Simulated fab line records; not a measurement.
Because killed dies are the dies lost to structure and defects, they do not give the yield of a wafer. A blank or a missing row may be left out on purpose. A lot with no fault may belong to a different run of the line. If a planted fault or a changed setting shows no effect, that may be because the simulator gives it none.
8D (eight disciplines) problem report, filled in by code	flow nand-harc	the parts of the form that need people (team, actions taken, sign-off) are left out

== 1. THE ISSUE ==
Wafers without a fault read 26, standard deviation 9.6; killed-at-array at NHARC_END_SORT_01 reads a mean of 669 on 6 wafers belonging to 2 lots. That puts it +67 standard deviations away from the usual mean.
Earliest sighting: wafer L230.1 on prober-02 at day 22 18:03. The record has a number at this step for 6 wafers belonging to 2 lots. Rule for "out" (also "out of limits"): further than 4 standard deviations from the usual mean. The rest of the wafers with a number are treated as sound.

== 2. WHAT IT IS, AND WHAT IT ISN'T ==
question	is	is not
which readings at this step	killed-at-array, killed-dies	killed-at-other, killed-short
which lots	L230, L233	-
which wafers of those lots	all that have a number	-
read on which gauges	prober-01, prober-02	-
when	from day 22 18:03	up to then (0 sound wafers)

== 3. WHAT RULES OUT EACH SUSPECT ==
Counting: any tool at a process step up to the reading is kept as a suspect provided that every lot that is out went through it and no sound lot did after the first of them.
- the gauge at NHARC_END_SORT_01 is ruled out. The wafers that are out were read on 2 gauges (prober-01, prober-02).
- har-cap-etch-01 at NHARC_A_CONTACT_ETCH_111 (etches the open film in C4F8/O2/Ar, time 140 s, target depth 700 nm): kept. It ran every lot that is out, first L230 (day 19 18:27), and no sound lot after that.
- har-cap-etch-01 at NHARC_A_CONTACT_ETCH_117 (etches the open film in C4F8/O2/Ar, time 94 s, target depth 922 nm): kept. It ran every lot that is out, first L230 (day 19 19:05), and no sound lot after that.
- har-cap-etch-01 at NHARC_A_CONTACT_ETCH_121 (etches the open film in C4F8/O2/Ar, time 94 s, target depth 922 nm): kept. It ran every lot that is out, first L230 (day 19 19:27), and no sound lot after that.
The count leaves har-cap-etch-01 at NHARC_A_CONTACT_ETCH_111, har-cap-etch-01 at NHARC_A_CONTACT_ETCH_117, and har-cap-etch-01 at NHARC_A_CONTACT_ETCH_121.

== 4. THE CAUSE (what the simulator had put in) ==
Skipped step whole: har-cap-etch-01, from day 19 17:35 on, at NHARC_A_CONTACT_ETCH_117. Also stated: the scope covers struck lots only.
Of the 3 suspects that counting leaves, this tool is one.

== 5. THE EFFECT CHAIN, in route order ==
Rows list readings where the struck wafers' mean (over those with a number) sits beyond 3 standard deviations from the usual. Only readings whose record carries a usual standard deviation are examined. hours: median over the lots of the time between each lot's start at the first step of this table that gives one and its start at this step. sigmas: the change, counted in usual standard deviations.
hours	step	reading	usual	on struck wafers	change	sigmas
0	NHARC_END_SORT_01	killed-at-array	26	669	+643	+67
0	NHARC_END_SORT_01	killed-dies	31	677	+646	+65
Readings that are blank on the struck wafers while sound wafers have them: chamber-pressure-mTorr at NHARC_A_CONTACT_ETCH_117; oes-air-line-au at NHARC_A_CONTACT_ETCH_117.

== 6. HOW IT WOULD HAVE BEEN CAUGHT EARLIER ==
The first out-of-limits reading at a measuring or inspecting step in this record came at day 22 18:03, 72 hours after the fault's start at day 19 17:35.
At NHARC_A_CONTACT_ETCH_117 the tool's readings are blank on the struck wafers, where sound wafers have them: an empty tool record is the first sign, and it was there at once.
All the lots that are out (2) had begun NHARC_A_CONTACT_ETCH_117 on har-cap-etch-01 by day 22 18:03. Had the tool been put on hold then, not one of them would have been saved.
